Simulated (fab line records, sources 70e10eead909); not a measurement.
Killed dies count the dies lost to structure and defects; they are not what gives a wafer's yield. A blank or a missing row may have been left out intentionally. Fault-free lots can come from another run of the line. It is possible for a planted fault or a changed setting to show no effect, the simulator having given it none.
Matching of chambers / flow nand-harc / 4 sister chambers for NHARC_A_CHANNEL_FILL_D2_ALD_25 on ald-hk-04
The step deposits SiOx, target thk 60 nm, pulse time 10 s, ald cycles 600. 18 wafers are shown with their chamber, then 9 later ones without.

WAFERS PAIRED WITH THEIR CHAMBERS
wafer=L074.1; chamber=2; heater-power-outer-w (W)=260; heater-power-w (W)=436; precursor-pulse-height-rel=0.978
wafer=L074.3; chamber=0; heater-power-outer-w (W)=252; heater-power-w (W)=464; precursor-pulse-height-rel=1.020
wafer=L074.2; chamber=1; heater-power-outer-w (W)=233; heater-power-w (W)=403; precursor-pulse-height-rel=1.015
wafer=L075.2; chamber=0; heater-power-outer-w (W)=246; heater-power-w (W)=453; precursor-pulse-height-rel=0.991
wafer=L075.3; chamber=3; heater-power-outer-w (W)=287; heater-power-w (W)=473; precursor-pulse-height-rel=1.014
wafer=L075.6; chamber=3; heater-power-outer-w (W)=286; heater-power-w (W)=466; precursor-pulse-height-rel=0.995
wafer=L079.1; chamber=0; heater-power-outer-w (W)=247; heater-power-w (W)=460; precursor-pulse-height-rel=0.981
wafer=L079.5; chamber=0; heater-power-outer-w (W)=250; heater-power-w (W)=470; precursor-pulse-height-rel=1.025
wafer=L079.6; chamber=1; heater-power-outer-w (W)=242; heater-power-w (W)=403; precursor-pulse-height-rel=0.972
wafer=L081.3; chamber=1; heater-power-outer-w (W)=237; heater-power-w (W)=411; precursor-pulse-height-rel=1.018
wafer=L081.4; chamber=0; heater-power-outer-w (W)=252; heater-power-w (W)=458; precursor-pulse-height-rel=1.024
wafer=L081.2; chamber=3; heater-power-outer-w (W)=284; heater-power-w (W)=484; precursor-pulse-height-rel=1.008
wafer=L084.1; chamber=0; heater-power-outer-w (W)=251; heater-power-w (W)=458; precursor-pulse-height-rel=1.021
wafer=L084.2; chamber=2; heater-power-outer-w (W)=260; heater-power-w (W)=421; precursor-pulse-height-rel=0.994
wafer=L084.6; chamber=1; heater-power-outer-w (W)=236; heater-power-w (W)=414; precursor-pulse-height-rel=0.974
wafer=L091.2; chamber=0; heater-power-outer-w (W)=248; heater-power-w (W)=438; precursor-pulse-height-rel=0.978
wafer=L091.1; chamber=3; heater-power-outer-w (W)=288; heater-power-w (W)=485; precursor-pulse-height-rel=1.039
wafer=L091.6; chamber=0; heater-power-outer-w (W)=245; heater-power-w (W)=441; precursor-pulse-height-rel=0.998

SIGNATURES (averages over the wafers above)
reading=heater-power-outer-w; chamber 0=248.88; chamber 1=237.00; chamber 2=260.00; chamber 3=286.25; scatter within a chamber=2.72
reading=heater-power-w; chamber 0=455.25; chamber 1=407.75; chamber 2=428.50; chamber 3=477.00; scatter within a chamber=9.62
reading=precursor-pulse-height-rel; chamber 0=1.00475; chamber 1=0.99475; chamber 2=0.98600; chamber 3=1.01400; scatter within a chamber=0.0204
Rule: for each reading, subtract the chamber's mean from the wafer's reading, divide by that reading's scatter and square the result; add these up over the readings and take the root, which gives the wafer's distance from the chamber. If the next closest chamber is less than 2 further off than the closest, the wafer can't be placed; otherwise it belongs to the closest. The scatter: take each reading less its chamber's mean, square it, sum over the shown wafers, divide by the number of wafers less the number of chambers, and take the root.

WAFERS WITH NO CHAMBER GIVEN
wafer=L092.2; heater-power-outer-w (W)=249; heater-power-w (W)=427; precursor-pulse-height-rel=1.020
wafer=L092.5; heater-power-outer-w (W)=240; heater-power-w (W)=397; precursor-pulse-height-rel=0.993
wafer=L092.6; heater-power-outer-w (W)=284; heater-power-w (W)=480; precursor-pulse-height-rel=1.006
wafer=L094.4; heater-power-outer-w (W)=296; heater-power-w (W)=489; precursor-pulse-height-rel=0.949
wafer=L094.1; heater-power-outer-w (W)=240; heater-power-w (W)=416; precursor-pulse-height-rel=1.008
wafer=L094.3; heater-power-outer-w (W)=238; heater-power-w (W)=406; precursor-pulse-height-rel=0.981
wafer=L096.4; heater-power-outer-w (W)=296; heater-power-w (W)=489; precursor-pulse-height-rel=1.020
wafer=L096.5; heater-power-outer-w (W)=246; heater-power-w (W)=437; precursor-pulse-height-rel=1.009
wafer=L096.6; heater-power-outer-w (W)=295; heater-power-w (W)=477; precursor-pulse-height-rel=1.003

CHAMBER TAKEN BY EACH
wafer=L092.2; from the rows above=can't be placed: 0 or 2 or 1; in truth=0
wafer=L092.5; from the rows above=1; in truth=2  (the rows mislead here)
wafer=L092.6; from the rows above=3; in truth=3
wafer=L094.4; from the rows above=3; in truth=3
wafer=L094.1; from the rows above=1; in truth=1
wafer=L094.3; from the rows above=1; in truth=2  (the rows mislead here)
wafer=L096.4; from the rows above=3; in truth=3
wafer=L096.5; from the rows above=0; in truth=0
wafer=L096.6; from the rows above=3; in truth=3
Correct placement for 6 of the 9. Cannot be placed on the basis of these rows: 1; the candidates contain the true chamber in 1. Wrongly placed: 2.
